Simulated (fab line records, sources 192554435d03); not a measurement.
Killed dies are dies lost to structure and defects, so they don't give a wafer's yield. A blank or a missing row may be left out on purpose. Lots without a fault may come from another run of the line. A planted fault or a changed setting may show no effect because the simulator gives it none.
A struck lot beside a sound one | flow n5_finfet | 37 steps out of a route of 1938
Sound: wafers L758.2, L758.3, L758.5. Struck: wafers L759.2, L759.4, L759.5. The cause comes at the end.
At each step with rows: each side's tool, then ch and its chambers, then its first start. Under that, the readings that differ: sound wafers | struck wafers | difference of the means | sigmas: that difference in standard deviations of wafers without a fault.
alike: readings whose means differ by less than 2 such deviations, and words and numbers that are the same on both sides. not compared: withheld readings, readings that some wafer has no value for, bounds like >300 that may hide the same value, and numbers for which the record gives no deviation and whose values overlap.
The two part at a step that has a row with sigmas, a row that says differs or no value, or rows on one side only. Numbers that don't overlap but have no deviation are shown without sigmas and don't part them. A reading that every wafer of one side lacks parts them only if that side has two wafers or more.

first, 9 steps without rows for these wafers: N5_BEOL_M4_ANNEAL_95 (time 240 s); N5_BEOL_M4_SPUTTER_96 (material Cu, target thk 4.5 nm, time 8.29 s); N5_BEOL_M4_ECD_50 (material Cu, target thk 300 nm); N5_BEOL_M4_ANNEAL_51 (time 90 s); N5_BEOL_M4_CMP_52 (polishes, stops on SiOC, t overpolish 6.8 s, target thk 40 nm); N5_BEOL_M4_PRE_CLEAN_60 (time 15 s); N5_BEOL_M4_CO_CAP_55 (material Co, precursor CCTBA/H2, target thk 2 nm, time 102.1 s); N5_BEOL_M4_PRE_CLEAN_56 (time 15 s); N5_BEOL_M4_DEP_57 (deposits SiCN from 3MS/NH3, target thk 8 nm, time 14 s).
N5_BEOL_M4_RC_MEAS_101:
  sound on prober-02 ch 0, day 10 19:51; struck on prober-01 ch 0, day 11 00:51
  alike: DIBL_N, DIBL_P, IOFF_N, IOFF_P, ION_N, ION_P, SS_N, SS_P, VT_N, VT_P
then, 24 steps without rows for these wafers: N5_BEOL_M5_ILD_DEP_00 (deposits SiCOH lowk from DEMS/porogen, target thk 140.64 nm, time 25.9 s); N5_BEOL_M5_CURE_79 (cures SiCOH lowk, time 240 s); N5_BEOL_M5_PECVD_70 (deposits SiO2 from TEOS/O2, target thk 16 nm, time 18 s); N5_BEOL_M5_HM_DEP_02 (deposits TiN, target thk 20 nm); N5_BEOL_M5_COAT_59 (time 60 s, resist thk 60 nm); N5_BEOL_M5_COAT_60 (time 60 s, resist thk 12 nm); N5_BEOL_M5_COAT_71 (time 60 s, resist thk 5 nm); N5_BEOL_M5_COAT_05 (resist thk 30 nm); N5_BEOL_M5_EBR_07; N5_BEOL_M5_SOFTBAKE_06 (time 60 s); N5_BEOL_M5_EXPOSE_08 (exposes mask M5, target cd 28 nm); N5_BEOL_M5_PEB_09 (peb time 60 s); N5_BEOL_M5_DEVELOP_10 (develop time 30 s); N5_BEOL_M5_DESCUM_16 (chemistry O2, time 7 s); N5_BEOL_M5_ETCH_72 (etches underlayer in N2/H2, target depth 6.5 nm, time 5.2 s); N5_BEOL_M5_ETCH_61 (etches SiARC in CF4, target depth 15.6 nm, time 26 s); N5_BEOL_M5_ETCH_62 (etches SOC in N2/H2, target depth 75 nm, overetch 15 nm, time 112.5 s); N5_BEOL_M5_STRIP_63 (strips in N2/H2); N5_BEOL_M5_STRIP_73 (strips in N2/H2); N5_BEOL_M5_STRIP_64 (strips in CF4); N5_BEOL_M5_HM_OPEN_17 (chemistry Cl2/BCl3, target TiN, target depth 20 nm, overetch 6 nm); N5_BEOL_M5_STRIP_19 (strips in O2); N5_BEOL_M5_COAT_65 (time 60 s, resist thk 60 nm); N5_BEOL_M5_COAT_66 (time 60 s, resist thk 12 nm).
N5_BEOL_M8_ILD_DEP_00: deposits SiCOH lowk from DEMS/porogen, target thk 179.75 nm, time 33.4 s.
  sound on pecvd-04 ch 0,2, day 12 01:35; struck on pecvd-04 ch 1,2, day 12 10:29
  no value came back on the struck wafers for any of 5 readings (chamber_pressure_Torr (Torr), heater_power_outer_w (W) and others); on the sound wafers chamber_pressure_Torr (Torr) reads 4.999 4.994 5.014
N5_BEOL_M8_OCD_MEAS_38:
  sound on ocd-01, day 12 07:53; struck on ocd-01, day 12 14:49
  reading              | sound          | struck | difference                    | sigmas
  trench_depth_nm (nm) | 91.0 93.7 92.5 | - - -  | no value on the struck wafers |
-- the record jumps here: 3 days lie between the struck wafers' starts before and after (it left off in module BEOL_M8 and takes up again in module PASSIVATION, whose first step shown is number 1936 of the route) --
N5_PASSIVATION_PROBE_49:
  sound on prober-02, day 15 07:53; struck on prober-02, day 15 11:11
  reading                  | sound          | struck         | difference | sigmas
  defect_limited_yield (%) | 92.8 91.5 90.4 | 0 0 0          | -92        | -65
  killed_at_M4_up          | 9 14 19        | 1167 1163 1168 | +1152      | +99 or more
  killed_at_front_end      | 45 44 52       | 8 7 2          | -41        | -4
  killed_dies              | 85 100 113     | 1180 1180 1180 | +1081      | +64
  killed_on_rim            | 9 13 19        | 152 152 152    | +138       | +40
  killed_open              | 59 67 78       | 8 13 9         | -58        | -4
  killed_short             | 24 33 34       | 6 5 3          | -26        | -3
  sort_bin_5_function (%)  | 4.0 5.5 5.8    | 71.5 72.2 72.9 | +67.1      | +73
  sort_n_pass              | 1095 1080 1067 | 0 0 0          | -1081      | -64
  sort_yield_pct (%)       | 92.8 91.5 90.4 | 0 0 0          | -92        | -65
  alike: killed_at_M0_to_M3, killed_at_contacts, killed_at_other, sort_bin_6_memory

WHERE THEY PART
First at N5_BEOL_M8_ILD_DEP_00; last, within this record, at N5_PASSIVATION_PROBE_49.

WHY: what the simulator had put in
Skipped step whole: pecvd-04, from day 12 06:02 on, at N5_BEOL_M8_ILD_DEP_00. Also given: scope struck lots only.
